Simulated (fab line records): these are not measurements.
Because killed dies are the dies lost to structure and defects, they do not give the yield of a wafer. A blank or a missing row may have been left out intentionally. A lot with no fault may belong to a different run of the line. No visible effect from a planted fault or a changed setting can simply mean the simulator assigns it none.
fab line records || flow n5-finfet
record {"lots": 4, "wafers": 12, "last-day": 17}
route steps=1938 shown SDB@359 DUMMY_REMOVAL@377 HKMG_FIN@385 PASSIVATION@1936
lots that met no fault: from a run of the same line without faults
start-h: the number of hours between the record's first day and the start of the first shown wafer of the lot || wait-h: hours elapsed since this lot's preceding step || " repeats the value in the row above || L1.1+2: a row that stands for several wafers || - no value, or no start was given || * or withheld: withheld || < > ~ a bound
route shown NAME@n: a module of which the file shows steps, and the number in the route of the first || usual: mean and standard deviation over wafers with no fault || same: alike in all rows || chamber/n: place in a boat || sites: the reading at each site || _std_site: how widely they spread, as a standard deviation || _edge_site: inner sites' mean taken away from outer sites' mean || radius-mm: how far each site lies from the wafer's centre || mask NAME#n: copy n || behind: the most recent tool/chamber to have shaped the wafer || hold: why the lot went on hold/how many hours it stayed there/how the hold came to an end || device: whichever transistor did not switch (one of n, p or np) || end of line: tests run on the same wafers once the route is complete || a step with no rows: only its recipe || killed: not the wafer's yield, but the dies lost to structure and defects at the first sort || map: a wafer's dies, marking killed ones x, the rest . and places with no die _
set.NAME: the setting that was run; set.NAME@STEP: the one run at that earlier step || model.NAME: the simulator's own value behind a step, which no gauge read
certain route steps with their lots: each step a table, each wafer a row
services: the hour from which a tool's chamber was out of use, counted from the record's first day as start-h (under 0 if before that day), plus the number of hours and why
## steps
# step N5_SDB_DESCUM_16
# recipe {"chemistry": "O2", "time-s": 7.9, "source-power-w": 50, "bias-power-w": 20, "pressure-mtorr": 20, "rf-frequency-hz": 2.712e+07, "temp-c": 40, "resist": "CAR-ArF", "o2-flow-sccm": 225}
# step N5_SDB_ETCH_17
# recipe {"chemistry": "CF4", "target": "SiARC", "target-depth-a": 234, "mask-material": "CAR-ArF", "time-s": 39, "ion-energy-ev": 80, "pressure-mtorr": 40, "source-w": 545, "bias-w": 36, "Ar_flow_sccm": 100, "cf4-flow-sccm": 100, "ends": "cleared"}
# step N5_SDB_ETCH_18
# recipe {"chemistry": "N2/H2", "target": "SOC", "target-depth-a": 1000, "overetch-a": 200, "mask-material": "SiARC", "temp-c": 40, "time-s": 150, "ion-energy-ev": 200, "pressure-mtorr": 30, "source-w": 840, "bias-w": 150, "n2-flow-sccm": 200, "h2-flow-sccm": 200}
# step N5_SDB_STRIP_19
# recipe {"chemistry": "N2/H2", "temp-c": 40, "n2-flow-sccm": 200, "h2-flow-sccm": 200, "rf-frequency-hz": 6e+07}
# step N5_SDB_STRIP_21
# recipe {"chemistry": "CF4", "resist": "SiARC", "power-w": 300, "bias-power-w": 75, "pressure-mtorr": 50, "cf4-flow-sccm": 150, "rf-frequency-hz": 6e+07}
# step N5_SDB_HM_OPEN_20
# recipe {"chemistry": "CH3F/O2", "target": "SiNx", "mask-material": "SOC", "target-depth-a": 240, "stop-on": "poly-Si", "over-etch-frac": 0.4, "ion-energy-ev": 120, "pressure-mtorr": 30, "source-w": 395, "bias-w": 73, "Ar_flow_sccm": 150, "CH3F_flow_sccm": 30, "O2_flow_sccm": 20}
# step N5_SDB_STRIP_22
# recipe {"chemistry": "N2/H2", "power-w": 1000, "temp-c": 250, "h2-frac": 0.65, "overash-fraction": 0.3, "pressure-mtorr": "withheld", "n2-flow-sccm": 1750, "h2-flow-sccm": 3250}
# step N5_SDB_PRECLEAN_23
# recipe {"chemistry": "dHF", "time-s": 30, "temp-c": 25, "dilution": "withheld"}
# step N5_SDB_DUMMY_REMOVE_24
# recipe {"chemistry": "TMAH", "temp-c": 70, "target": "poly-Si", "stop-on": "SiO2", "target-depth-nm": 142, "conc-wt-pct": 5, "time-s": 57, "dry": "ipa-marangoni", "rinse-time-s": 30, "rinse-temp-c": 23}
# step N5_SDB_ETCH_25
# recipe {"chemistry": "C4F6/O2", "target": "SiO2", "target-depth-a": 100, "time-s": 3.3, "ion-energy-ev": 250, "mask-material": "SiNx", "pressure-mtorr": 30, "source-w": 345, "bias-w": 185, "Ar_flow_sccm": 300, "C4F6_flow_sccm": 10, "O2_flow_sccm": 10}
# step N5_SDB_CUT_ETCH_26
# recipe {"chemistry": "HBr/Cl2/O2", "target": "Si", "target-depth-a": 1296, "bt-time-s": 20, "mask-material": "SiNx", "time-s": 51.8, "ion-energy-ev": "*", "bias-w": "*", "pressure-mtorr": 10, "icp-w": 800, "HBr_flow_sccm": 150, "Cl2_flow_sccm": 80, "O2_flow_sccm": 12}
# step N5_SDB_PRECLEAN_38
# recipe {"chemistry": "dHF", "time-s": 10, "dilution": "750:1", "temp-c": 25}
{"lot.wafer": "L240.3+5+6", "tool": "wet-bench-06", "chamber": "2,6,0", "start-h": 78.22, "wait-h": 0.1}
{"lot.wafer": "L248.2+3+4", "tool": "wet-bench-06", "chamber": "4,2,0", "start-h": 129.11, "wait-h": 0.1}
{"lot.wafer": "L249.1+5+6", "tool": "wet-bench-06", "chamber": "3,4,7", "start-h": 137.89, "wait-h": 0.1}
{"lot.wafer": "L258.1+4+6", "tool": "wet-bench-03", "chamber": "1,0,4", "start-h": 186.72, "wait-h": 0.1}
# step N5_SDB_PRECLEAN_39
# recipe {"chemistry": "O3/DIW", "time-s": 45, "temp-c": 22, "o3-ppm": 10}
# step N5_SDB_SRD_28
# recipe {"dry": "ipa-marangoni", "time-s": 30, "temp-c": 23, "rinse-liquid": "diw"}
# step N5_SDB_ALD_29
# recipe {"material": "SiNx", "target-thk-a": 300, "temp-c": 400, "ald-precursor-family": "SiH2I2", "ald-co-reactant": "N2/H2-plasma", "pulse-time-s": 1, "ald-cycles": 600, "purge-time-s": 2, "co-reactant-purge-time-s": 2, "pressure-torr": 2}
# step N5_SDB_CMP_30
# recipe {"stop-on": "poly-Si", "t-overpolish-s": 1.54, "post-cmp-clean": "alkaline-brush", "down-force-psi": 4.1491, "platen-rpm": 51.796, "pad-velocity-m-s": 1.0306, "target-thk-nm": 30}
# step N5_DUMMY_REMOVAL_HM_STRIP_01
# recipe {"chemistry": "CH3F/O2", "material": "SiNx", "target-depth-a": 40, "stop-on": "poly-Si", "time-s": 6.8, "over-etch-frac": 0.3, "ion-energy-ev": 60, "power-w": 410, "bias-w": 29, "Ar_flow_sccm": 150, "CH3F_flow_sccm": 30, "O2_flow_sccm": 20}
# step N5_DUMMY_REMOVAL_STRIP_10
# recipe {"chemistry": "N2/H2", "time-s": 40, "power-w": 100, "temp-c": 40, "pressure-mtorr": 100, "rf-frequency-hz": 6e+07, "bias-power-w": 3, "n2-flow-sccm": 300, "h2-flow-sccm": 300}
# step N5_DUMMY_REMOVAL_PRECLEAN_07
# recipe {"chemistry": "dHF", "time-s": 30, "temp-c": 25, "dilution": "withheld"}
# step N5_DUMMY_REMOVAL_DUMMY_REMOVE_02
# recipe {"chemistry": "TMAH", "temp-c": 70, "target": "poly-Si", "stop-on": "SiO2", "target-depth-nm": 142, "conc-wt-pct": 5, "time-s": 57, "dry": "ipa-marangoni", "rinse-time-s": 30, "rinse-temp-c": 23}
# step N5_DUMMY_REMOVAL_PRECLEAN_08
# recipe {"chemistry": "NF3:NH3", "afs-cycles": 2, "temp-c": 30, "time-s": 20, "sublimation-temp-c": 180, "sublimation-time-s": 60, "pressure-torr": 3, "rf-power-w": 30}
# step N5_DUMMY_REMOVAL_PRECLEAN_04
# recipe {"chemistry": "DHF", "time-s": 37, "temp-c": 25, "dilution": "500:1"}
# step N5_DUMMY_REMOVAL_SRD_05
# recipe {"dry": "ipa-marangoni", "do-ppb": 5, "time-s": 30, "temp-c": 23, "rinse-liquid": "diw"}
# step N5_HKMG_FIN_IL_REGROW_00
# recipe {"material": "SiO2", "target-thk-a": 7.5, "chemistry": "O3", "temp-c": "withheld", "time-s": 30}
# step N5_HKMG_FIN_HK_ALD_01
# recipe {"material": "HfO2", "target-thk-a": 16, "temp-c": "withheld", "ald-precursor-family": "HfCl4", "ald-co-reactant": "H2O", "pulse-time-s": 3, "purge-time-s": 3, "co-reactant-purge-time-s": 2.5, "co-reactant-pulse-time-s": 0.3, "ald-cycles": 30}
# step N5_HKMG_FIN_HK_ANNEAL_02
# recipe {"temp-c": 700, "time-s": 30, "ambient": "N2", "idle-temp-c": 600, "ramp-up-c-per-s": 150, "ramp-down-c-per-s": 60, "cool-to-c": 600}
# step N5_HKMG_FIN_ALD_74
# recipe {"material": "La2O3", "target-thk-a": 5, "temp-c": 250, "ald-precursor-family": "La-Cp", "ald-co-reactant": "O3", "pulse-time-s": 6, "co-reactant-pulse-time-s": 1, "purge-time-s": 3, "co-reactant-purge-time-s": 3}
# step N5_HKMG_FIN_ALD_75
# recipe {"material": "Al2O3", "target-thk-a": 10, "temp-c": 150, "ald-precursor-family": "TMA", "ald-co-reactant": "H2O", "pulse-time-s": "withheld", "co-reactant-pulse-time-s": 1}
# step N5_HKMG_FIN_COAT_41
# recipe {"resist": "SOC", "temp-c": 250, "time-s": 60, "spin-rpm": 1500, "resist-thk-nm": 300}
# step N5_HKMG_FIN_COAT_42
# recipe {"resist": "SiARC", "temp-c": 220, "time-s": 60, "spin-rpm": 1500, "resist-thk-nm": 35}
# step N5_HKMG_FIN_COAT_43
# recipe {"resist": "CAR-ArF", "spin-rpm": 1500, "resist-thk-nm": 90}
# step N5_HKMG_FIN_EBR_45
# recipe {"solvent": "PGMEA", "ebr-width-mm": 1.5}
# step N5_HKMG_FIN_SOFTBAKE_44
# recipe {"temp-c": 110, "time-s": 60, "resist": "CAR-ArF"}
# step N5_HKMG_FIN_EXPOSE_46
# recipe {"mask-id": "NDIPOLE", "na": 1.35, "source-shape": "conventional", "sigma-outer": 0.8, "polarization": "unpolarized", "dose-mj": 40}
# step N5_HKMG_FIN_PEB_47
# recipe {"peb-temp-c": "withheld", "peb-time-s": 60, "resist": "CAR-ArF"}
# step N5_HKMG_FIN_DEVELOP_48
# recipe {"develop-time-s": 30, "developer": "TMAH", "resist": "CAR-ArF", "rinse-liquid": "diw", "dry": "air-spin", "dev-temp-c": 23}
# step N5_PASSIVATION_PROBE_49
# usual {"defect-limited-yield": "91.0/1.5", "killed_at_M0_to_M3": "35/11", "killed_at_M4_up": "13/6", "killed-at-contacts": "14/6.5", "killed-at-front-end": "40/12", "killed-at-other": "4/3.4", "killed-dies": "106/18", "killed-open": "68/14", "killed-short": "35/7.7", "sort_bin_5_function": "5.2/0.98", "sort_bin_6_memory": "3.4/0.72", "sort-n-pass": "1074/18", "sort-yield-pct": "91.0/1.5"}
# same {"gross-dies": 1180, "killed-at-back-side": 0, "sort_bin_4_leakage[%]": 0, "sort_bin_8_speed[%]": 0}
{"lot.wafer": "L248.2", "tool": "prober-02", "chamber": "-", "start-h": 337.79, "wait-h": 0.1, "defect-limited-yield[%]": 81.6, "killed_at_M0_to_M3": 27, "killed_at_M4_up": 18, "killed-at-contacts": 10, "killed-at-front-end": 157, "killed-at-other": 5, "killed-dies": 217, "killed-open": 70, "killed-short": 29, "sort_bin_5_function[%]": 11.1, "sort_bin_6_memory[%]": 5.1, "sort-n-pass": 963, "sort-yield-pct[%]": 81.6}
{"lot.wafer": "L248.3", "tool": "prober-02", "chamber": "-", "start-h": 337.84, "wait-h": 0.1, "defect-limited-yield[%]": 85.6, "killed_at_M0_to_M3": 14, "killed_at_M4_up": 11, "killed-at-contacts": 7, "killed-at-front-end": 138, "killed-at-other": 0, "killed-dies": 170, "killed-open": 39, "killed-short": 20, "sort_bin_5_function[%]": 9.3, "sort_bin_6_memory[%]": 3.4, "sort-n-pass": 1010, "sort-yield-pct[%]": 85.6}
{"lot.wafer": "L248.4", "tool": "prober-02", "chamber": "-", "start-h": 337.89, "wait-h": 0.2, "defect-limited-yield[%]": 81.3, "killed_at_M0_to_M3": 30, "killed_at_M4_up": 17, "killed-at-contacts": 9, "killed-at-front-end": 162, "killed-at-other": 3, "killed-dies": 221, "killed-open": 60, "killed-short": 38, "sort_bin_5_function[%]": 12.5, "sort_bin_6_memory[%]": 4.1, "sort-n-pass": 959, "sort-yield-pct[%]": 81.3}
{"lot.wafer": "L249.1", "tool": "prober-02", "chamber": "-", "start-h": 352.03, "wait-h": 0.0, "defect-limited-yield[%]": 89.6, "killed_at_M0_to_M3": 13, "killed_at_M4_up": 15, "killed-at-contacts": 12, "killed-at-front-end": 81, "killed-at-other": 2, "killed-dies": 123, "killed-open": 38, "killed-short": 28, "sort_bin_5_function[%]": 6.2, "sort_bin_6_memory[%]": 2.5, "sort-n-pass": 1057, "sort-yield-pct[%]": 89.6}
{"lot.wafer": "L249.5", "tool": "prober-02", "chamber": "-", "start-h": 352.23, "wait-h": 0.2, "defect-limited-yield[%]": 84.7, "killed_at_M0_to_M3": 29, "killed_at_M4_up": 14, "killed-at-contacts": 1, "killed-at-front-end": 135, "killed-at-other": 1, "killed-dies": 180, "killed-open": 50, "killed-short": 23, "sort_bin_5_function[%]": 10.6, "sort_bin_6_memory[%]": 2.6, "sort-n-pass": 1000, "sort-yield-pct[%]": 84.7}
{"lot.wafer": "L249.6", "tool": "prober-02", "chamber": "-", "start-h": 352.28, "wait-h": 0.3, "defect-limited-yield[%]": 84.2, "killed_at_M0_to_M3": 27, "killed_at_M4_up": 9, "killed-at-contacts": 12, "killed-at-front-end": 133, "killed-at-other": 5, "killed-dies": 186, "killed-open": 56, "killed-short": 19, "sort_bin_5_function[%]": 9.9, "sort_bin_6_memory[%]": 4.1, "sort-n-pass": 994, "sort-yield-pct[%]": 84.2}
# killed by level:class
L248.2 SDB:unspecified=118 DUMMY_GATE:geometric-particle:open=10 MOL_CONTACT_COAG:geometric-particle:open=9 FIN_SAQP:geometric-particle:open=8 BEOL_M0_SAQP:geometric-particle:short=7 BEOL_M1:geometric-particle:open=7 FIN_SAQP:geometric-particle:short=6 STI_FIN_REVEAL:geometric-particle:open=5
L248.3 SDB:unspecified=110 BEOL_M1:geometric-particle:open=8 STI_FIN_REVEAL:geometric-particle:open=5 DUMMY_GATE:geometric-particle:open=5 MOL_CONTACT_COAG:geometric-particle:open=5 BEOL_M4:geometric-particle:short=4 FIN_SAQP:geometric-particle:open=3 FIN_SAQP:geometric-particle:short=3
L248.4 SDB:unspecified=123 FIN_SAQP:geometric-particle:short=10 BEOL_M4:geometric-particle:short=9 MOL_CONTACT_COAG:geometric-particle:open=8 BEOL_M0_SAQP:geometric-particle:open=8 BEOL_M1:geometric-particle:open=8 FIN_SAQP:geometric-particle:open=7 STI_FIN_REVEAL:geometric-particle:open=7
L249.1 SDB:unspecified=56 MOL_CONTACT_COAG:geometric-particle:open=7 BEOL_M4:geometric-particle:open=5 ILD0:geometric-particle:short=4 ILD0:geometric-particle:open=4 MOL_CONTACT_COAG:geometric-particle:short=4 BEOL_M1:geometric-particle:open=4 BEOL_M4:geometric-particle:short=4
L249.5 SDB:unspecified=106 BEOL_M3:geometric-particle:open=9 BEOL_M1:geometric-particle:open=5 FIN_SAQP:geometric-particle:open=4 STI_FIN_REVEAL:geometric-particle:open=4 ILD0:geometric-particle:open=4 ILD0:geometric-particle:short=4 BEOL_M5:geometric-particle:open=4
L249.6 SDB:unspecified=109 MOL_CONTACT_COAG:geometric-particle:open=10 BEOL_M0_SAQP:geometric-particle:open=6 BEOL_M1:geometric-particle:open=5 GATE_CUT:geometric-particle:open=4 BEOL_M2:geometric-particle:open=4 BEOL_M3:geometric-particle:open=4 BEOL_M4:geometric-particle:open=3
# map L248.4 (x killed, . not)
_________________........x...________________
______________....x....x........_____________
___________x.......x.......x.......__________
__________......x.....xx.......x.x.._________
________...x..................x......._______
_______...x........x.....x.......x.....______
______.x............xx...........x.x...._____
_____......x.........xx..x.x..x.x........____
____............x.xxxxxxxxxxx..x......xx..___
___......x.......x..xxxxxxxxx.....x........__
___.........xx....xxxxxxxxxxx.........x....__
__..............xxxxxxxxxxxxxx.......x......_
__............xx.xxxxxxxxxxxxxxx......x....._
_..............x..xxxxxxxxxxx.x..............
_...xx..........x.xxxxxxxxx.xxx....x.........
_.x..............x.xxxxxxxxxx.xx.............
_.x.........x......xxxx.xxxxxx...............
_.....................xxxx..x................
_.......x..x......x......x.x...x.xx..........
_.........x....x....xx..x...x.........x......
_........x..................................x
__.....x...x........x..x...................._
__....x.........x.....x.x....x.............._
___..................................x...x.__
___.....x..x........x....x...............x.__
____..x..............x..x.........x.x..x..___
_____...x.x............................xx____
______...........................x..x.xx_____
_______..x.........x............x......______
________.x......x............x........_______
__________........x............x...._________
___________........................__________
______________.................x_____________
_________________.........x.x________________
# map L249.6 (x killed, . not)
_________________.......x....________________
______________.................._____________
___________..........x...x.........__________
__________..............x..xx......._________
________............x................._______
_______..........x.x.................x.______
______.................................._____
_____.........x...................x......____
____..x........x.......x.............x....___
___.............x.......................x..__
___..........................x.........x...__
__.......x...............x.........x...x...._
__.............xx..........................._
_..............xx..x......x...............x..
_........x....x...x.........x................
_.............x...........x............x....x
_..........x.x....x......x..x...............x
_x.......x..x..xx.xx....x....................
_..........x.x.x.xx..x.....x.x........x......
_...........xxxxxxxxx...x.................x..
_...........xxxxxxxxxx.xx....................
__..........xxxxxxxxxx...x.................._
__.....x..xxxxxxxxxxxxxx...........xx..x..x._
___......x.xxxxxxxxxxxxx...................__
___......x.xxxxxxxxxxx...x.x....x..........__
____......xx.xxxxxxxxxx..x...........x....___
_____......x.x.xxxxxx....................____
______...x...x.x.x....................x._____
_______...x....xxx.x..........x........______
________...x.....x...................._______
__________x....x..x................._________
___________........................__________
______________............x....._____________
_________________x........x.x________________
## services
{"tool": "wet-bench-06", "chamber": "-", "start-h": 66.91, "hours": 1.9, "kind": "pm"}
## key
first-sign {"step": "N5_PASSIVATION_PROBE_49", "reading": "killed-at-front-end", "direction": "up", "sigmas": 7.7, "usual": 40, "struck": 134}
effect {"step": "N5_PASSIVATION_PROBE_49", "reading": "killed-dies", "direction": "up", "sigmas": 4.2, "usual": 106, "struck": 183}
more-kills-born-at {"N5_SDB_PRECLEAN_38@wet-bench-06": 622}
met-at N5_SDB_PRECLEAN_38
struck-wafers L248.2,L248.3,L248.4,L249.1,L249.5,L249.6
onset-between 78.22 129.11
fault {"kind": "chamber-particle-source", "tool": "wet-bench-06", "chamber": "-", "onset-h": 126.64, "steps": "N5_SDB_PRECLEAN_38", "rate-per-visit-cm2": 0.66167, "end-h": 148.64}
